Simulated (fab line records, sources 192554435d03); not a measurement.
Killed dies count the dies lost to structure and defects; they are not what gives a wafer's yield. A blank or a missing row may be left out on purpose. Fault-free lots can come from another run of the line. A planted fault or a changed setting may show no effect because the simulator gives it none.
Chamber matching / flow n5 finfet / N5_MOL_CONTACT_COAG_ETCH_67 on rie diel-03: 4 sister chambers
The step etches SOC in N2/H2, target depth 60 nm, overetch 21 nm, time 101.2 s. 18 wafers are shown with their chamber, then 9 later ones without.

== EACH WAFER AND ITS CHAMBER ==
wafer=L077.2; chamber=0; showerhead plenum p Torr (Torr)=2.65; drypump motor current A (A)=5.9; throttle valve pct (%)=17.58
wafer=L077.4; chamber=2; showerhead plenum p Torr (Torr)=2.56; drypump motor current A (A)=5.0; throttle valve pct (%)=17.69
wafer=L077.6; chamber=2; showerhead plenum p Torr (Torr)=2.56; drypump motor current A (A)=5.0; throttle valve pct (%)=17.72
wafer=L078.3; chamber=1; showerhead plenum p Torr (Torr)=2.59; drypump motor current A (A)=5.6; throttle valve pct (%)=17.68
wafer=L078.4; chamber=0; showerhead plenum p Torr (Torr)=2.65; drypump motor current A (A)=5.9; throttle valve pct (%)=17.60
wafer=L078.6; chamber=1; showerhead plenum p Torr (Torr)=2.59; drypump motor current A (A)=5.6; throttle valve pct (%)=17.68
wafer=L079.2; chamber=0; showerhead plenum p Torr (Torr)=2.65; drypump motor current A (A)=5.9; throttle valve pct (%)=17.58
wafer=L079.3; chamber=3; showerhead plenum p Torr (Torr)=2.47; drypump motor current A (A)=5.7; throttle valve pct (%)=17.47
wafer=L079.4; chamber=2; showerhead plenum p Torr (Torr)=2.55; drypump motor current A (A)=5.0; throttle valve pct (%)=17.71
wafer=L081.1; chamber=2; showerhead plenum p Torr (Torr)=2.55; drypump motor current A (A)=5.0; throttle valve pct (%)=17.75
wafer=L081.4; chamber=3; showerhead plenum p Torr (Torr)=2.47; drypump motor current A (A)=5.7; throttle valve pct (%)=17.48
wafer=L081.6; chamber=1; showerhead plenum p Torr (Torr)=2.59; drypump motor current A (A)=5.7; throttle valve pct (%)=17.69
wafer=L083.3; chamber=0; showerhead plenum p Torr (Torr)=2.64; drypump motor current A (A)=5.9; throttle valve pct (%)=17.61
wafer=L083.4; chamber=3; showerhead plenum p Torr (Torr)=2.47; drypump motor current A (A)=5.7; throttle valve pct (%)=17.47
wafer=L083.5; chamber=3; showerhead plenum p Torr (Torr)=2.47; drypump motor current A (A)=5.7; throttle valve pct (%)=17.48
wafer=L084.2; chamber=1; showerhead plenum p Torr (Torr)=2.59; drypump motor current A (A)=5.7; throttle valve pct (%)=17.71
wafer=L084.4; chamber=2; showerhead plenum p Torr (Torr)=2.55; drypump motor current A (A)=5.0; throttle valve pct (%)=17.74
wafer=L084.6; chamber=2; showerhead plenum p Torr (Torr)=2.55; drypump motor current A (A)=5.0; throttle valve pct (%)=17.73

SIGNATURES (means of the wafers above)
reading=showerhead plenum p Torr; chamber 0=2.6475; chamber 1=2.5900; chamber 2=2.5533; chamber 3=2.4700; scatter within a chamber=0.00386
reading=drypump motor current A; chamber 0=5.900; chamber 1=5.650; chamber 2=5.000; chamber 3=5.700; scatter within a chamber=0.0267
reading=throttle valve pct; chamber 0=17.5925; chamber 1=17.6900; chamber 2=17.7233; chamber 3=17.4750; scatter within a chamber=0.0163
Rule: for each reading, subtract the chamber's mean from the wafer's reading, divide by that reading's scatter and square the result; add these up over the readings and take the root, which gives the wafer's distance from the chamber. The wafer belongs to the nearest chamber; if the next one is less than 2 further off, it can't be placed. The scatter: the root of (the sum of the squares of (reading less its chamber's mean) over the shown wafers, divided by (wafers less chambers)).

== WAFERS MISSING THEIR CHAMBER ==
wafer=L089.2; showerhead plenum p Torr (Torr)=2.64; drypump motor current A (A)=5.9; throttle valve pct (%)=17.65
wafer=L089.4; showerhead plenum p Torr (Torr)=2.46; drypump motor current A (A)=5.6; throttle valve pct (%)=17.51
wafer=L089.5; showerhead plenum p Torr (Torr)=2.64; drypump motor current A (A)=5.9; throttle valve pct (%)=17.65
wafer=L091.2; showerhead plenum p Torr (Torr)=2.58; drypump motor current A (A)=5.7; throttle valve pct (%)=17.75
wafer=L091.3; showerhead plenum p Torr (Torr)=2.54; drypump motor current A (A)=5.0; throttle valve pct (%)=17.76
wafer=L091.6; showerhead plenum p Torr (Torr)=2.54; drypump motor current A (A)=5.0; throttle valve pct (%)=17.77
wafer=L097.2; showerhead plenum p Torr (Torr)=2.45; drypump motor current A (A)=5.7; throttle valve pct (%)=17.55
wafer=L097.4; showerhead plenum p Torr (Torr)=2.54; drypump motor current A (A)=5.0; throttle valve pct (%)=17.78
wafer=L097.5; showerhead plenum p Torr (Torr)=2.57; drypump motor current A (A)=5.7; throttle valve pct (%)=17.76

== EACH ONE'S CHAMBER ==
wafer=L089.2; from the rows above=0; in truth=0
wafer=L089.4; from the rows above=3; in truth=3
wafer=L089.5; from the rows above=0; in truth=0
wafer=L091.2; from the rows above=1; in truth=1
wafer=L091.3; from the rows above=2; in truth=2
wafer=L091.6; from the rows above=2; in truth=2
wafer=L097.2; from the rows above=3; in truth=3
wafer=L097.4; from the rows above=2; in truth=2
wafer=L097.5; from the rows above=1; in truth=1
9 of 9 placed correctly. From these rows, 0 cannot be placed. Number placed wrongly: 0.
